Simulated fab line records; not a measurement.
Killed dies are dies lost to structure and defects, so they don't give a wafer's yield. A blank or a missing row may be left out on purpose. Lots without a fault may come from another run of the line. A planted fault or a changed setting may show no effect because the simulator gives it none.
Chamber matching ; flow nand harc ; NHARC_A_STAIRCASE_TRIM_229 on rie diel-01 has 4 sister chambers
The step chemistry O2, time 211.2 s. 8 wafers are shown with their chamber, then 7 later ones without.

## WAFERS, EACH WITH ITS CHAMBER
wafer;chamber;drypump motor current A (A);showerhead plenum p Torr (Torr)
L076.2;0;5.4;3.78
L077.5;0;5.4;3.78
L079.2;2;5.5;3.49
L079.3;1;6.0;3.56
L083.3;1;6.0;3.55
L083.6;3;6.2;3.73
L090.2;3;6.1;3.72
L090.3;2;5.5;3.47

## WAFERS WITH NO CHAMBER GIVEN
wafer;drypump motor current A (A);showerhead plenum p Torr (Torr)
L090.6;6.0;3.54
L092.1;6.0;3.54
L092.2;6.1;3.71
L092.5;5.4;3.75
L096.2;5.5;3.46
L096.3;6.0;3.53
L096.4;5.4;3.74

## THE CHAMBER EACH PASSED THROUGH
wafer;from the rows above;in truth
L090.6;1;1
L092.1;1;1
L092.2;3;3
L092.5;0;0
L096.2;2;2
L096.3;1;1
L096.4;0;0
7 of 7 placed correctly. From these rows, 0 cannot be placed. Number placed wrongly: 0.
How it was worked out, from the rows above alone: a wafer's distance from a chamber is the root of the sum, over the readings, of the square of ((its reading less the chamber's mean) divided by the reading's scatter). If the next closest chamber is less than 2 further off than the closest, the wafer can't be placed; otherwise it belongs to the closest. A chamber's mean is the mean of its shown wafers. The scatter: the root of (the sum of the squares of (reading less its chamber's mean) over the shown wafers, divided by (wafers less chambers)).
